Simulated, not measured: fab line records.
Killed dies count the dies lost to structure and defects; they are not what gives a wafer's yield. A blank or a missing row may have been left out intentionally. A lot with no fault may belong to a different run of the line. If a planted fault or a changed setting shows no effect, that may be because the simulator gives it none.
A lot that was struck, set against a sound lot ; flow n5Finfet ; 22 out of 1938 route steps
Sound: the wafers L567.1, L567.5, L567.6. Wafers L577.1, L577.3, L577.6 were the ones struck. At the end, the cause is stated.
Per side, at each step with rows, come the tool, then ch with its chambers, and then its first start. Under that, the readings that differ: sound wafers ; struck wafers ; difference of the means ; sigmas: that difference in standard deviations of wafers without a fault.
alike: readings whose means differ by less than 2 such deviations, and words and numbers that are the same on both sides. not compared: withheld readings, readings that some wafer has no value for, bounds like >300 that may hide the same value, and numbers for which the record gives no deviation and whose values overlap.
A row with sigmas, a row that says differs or no value, or rows on one side alone: a step with any of these is where the two part. Non-overlapping numbers with no deviation appear without sigmas and do not part them. A reading that every wafer of one side lacks parts them only if that side has two wafers or more.

first, 3 steps without rows for these wafers: N5_STI_FIN_REVEAL_PRECLEAN_26 (cleans in SC1, time 45 s); N5_STI_FIN_REVEAL_PRECLEAN_29 (cleans in DHF, time 30 s); N5_STI_FIN_REVEAL_SRD_12 (time 30 s).
N5_STI_FIN_REVEAL_RECESS_09: chemistry HF/NH3, target SiO2, afs cycles 11, target depth 42.5 nm, sublimation time 60 s.
  sound on vaporEtch-01 ch 0,1, day 3 05:26; struck on vaporEtch-02 ch 0,1, day 5 15:44
  alike: drypumpMotorCurrentA
then, 2 steps without rows for these wafers: N5_STI_FIN_REVEAL_STRIP_16 (strips SiNx in H3PO4, target depth 23.8 nm); N5_STI_FIN_REVEAL_PRECLEAN_17 (cleans in NF3:NH3, afs cycles 1, time 20 s, sublimation time 60 s).
N5_STI_FIN_REVEAL_ETCH_34: etches Si in H2, material Si, target depth 0.97 nm.
  sound on rieSi-03 ch 0,3, day 3 07:32; struck on rieSi-03 ch 0,1,2, day 5 17:49
  alike: drypumpMotorCurrentA, oesProductAu, throttleValvePct
  not compared: rfHoursCounterH
N5_STI_FIN_REVEAL_OXIDATION_31: chemistry O2 PLASMA REMOTE, time 20 s.
  sound on plasmaAsher-01 ch 0,1, day 3 07:35; struck on plasmaAsher-02 ch 0,1, day 5 17:57
  alike: drypumpMotorCurrentA, heaterPowerW
  not compared: rfHoursCounterH
then, 3 steps without rows for these wafers: N5_STI_FIN_REVEAL_PRECLEAN_32 (cleans in NF3:NH3, afs cycles 1, time 20 s, sublimation time 60 s); N5_STI_FIN_REVEAL_STRIP_35 (strips Si3N4 in H3PO4, target depth 4 nm, time 39 s); N5_STI_FIN_REVEAL_SRD_21 (time 30 s).
N5_STI_FIN_REVEAL_OXIDATION_33: chemistry O2 PLASMA REMOTE, time 20 s.
  sound on plasmaAsher-02 ch 0,1, day 3 07:59; struck on plasmaAsher-02 ch 0,1, day 5 18:18
  alike: drypumpMotorCurrentA, heaterPowerW
  not compared: rfHoursCounterH
N5_STI_FIN_REVEAL_CLEAN_19: cleans in O3/DIW, time 120 s.
  sound on wetBench-03 ch 0,3,5, day 3 08:04; struck on wetBench-03 ch 1,2,6, day 5 18:23
  alike: bathHeatDutyPct
then, 1 step without rows for these wafers: N5_STI_FIN_REVEAL_SRD_23 (time 30 s).
N5_STI_FIN_REVEAL_CD_MEAS_22: target cd 6.238 nm, pitch 28 nm.
  struck on cdSem-03, day 5 18:28; sound on cdSem-01, day 3 08:09
  alike: cdNm
N5_STI_FIN_REVEAL_FIN_H_MEAS_10:
  struck on ocd-02, day 5 18:29; sound on ocd-01, day 3 08:11
  alike: trenchDepthNm
then, 2 steps without rows for these wafers: N5_STI_FIN_REVEAL_PRECLEAN_18 (cleans in SC2, time 45 s); N5_STI_FIN_REVEAL_SRD_28 (time 30 s).
N5_STI_FIN_REVEAL_INSPECT_13: inspects for defects (darkfield).
  struck on defectInspect-01, day 5 18:35; sound on defectInspect-01, day 3 08:16
reading;sound;struck;difference;sigmas
rawDefectCount;9 4 13;330 311 335;+317;+58
then, 1 step without rows for these wafers: N5_DUMMY_GATE_PRECLEAN_00 (cleans in O3/DIW, time 60 s).
-- a jump in the record: the struck wafers' starts before and after are 5 days apart (it breaks off in module DUMMY_GATE and resumes in module BEOL_M4, where the first step shown is number 1111 of the route) --
N5_BEOL_M4_RC_MEAS_101:
  sound on prober-02 ch 0, day 8 06:16; struck on prober-01 ch 0, day 11 02:02
reading;sound;struck;difference;sigmas
SS_P (mV/dec);73.8 74.4 73.6;72.0 73.2 72.6;-1.3;-2
VT_N (mV);248.6 250.7 247.7;258.6 250.9 255.5;+6.0;+2
  alike: DIBL_N, DIBL_P, IOFF_N, IOFF_P, ION_N, ION_P, SS_N, VT_P
-- here the record skips 4 days between the struck wafers' starts before and after, leaving off in module BEOL_M4 and picking up in module PASSIVATION (first step shown: number 1936 of the route) --
N5_PASSIVATION_PROBE_49:
  record: rows for the struck wafers here (prober-01, day 15 01:49), none for the sound ones

## WHERE THEY PART
Last at N5_PASSIVATION_PROBE_49 as far as this record goes, first at N5_STI_FIN_REVEAL_INSPECT_13.

WHY: the cause the simulator had injected
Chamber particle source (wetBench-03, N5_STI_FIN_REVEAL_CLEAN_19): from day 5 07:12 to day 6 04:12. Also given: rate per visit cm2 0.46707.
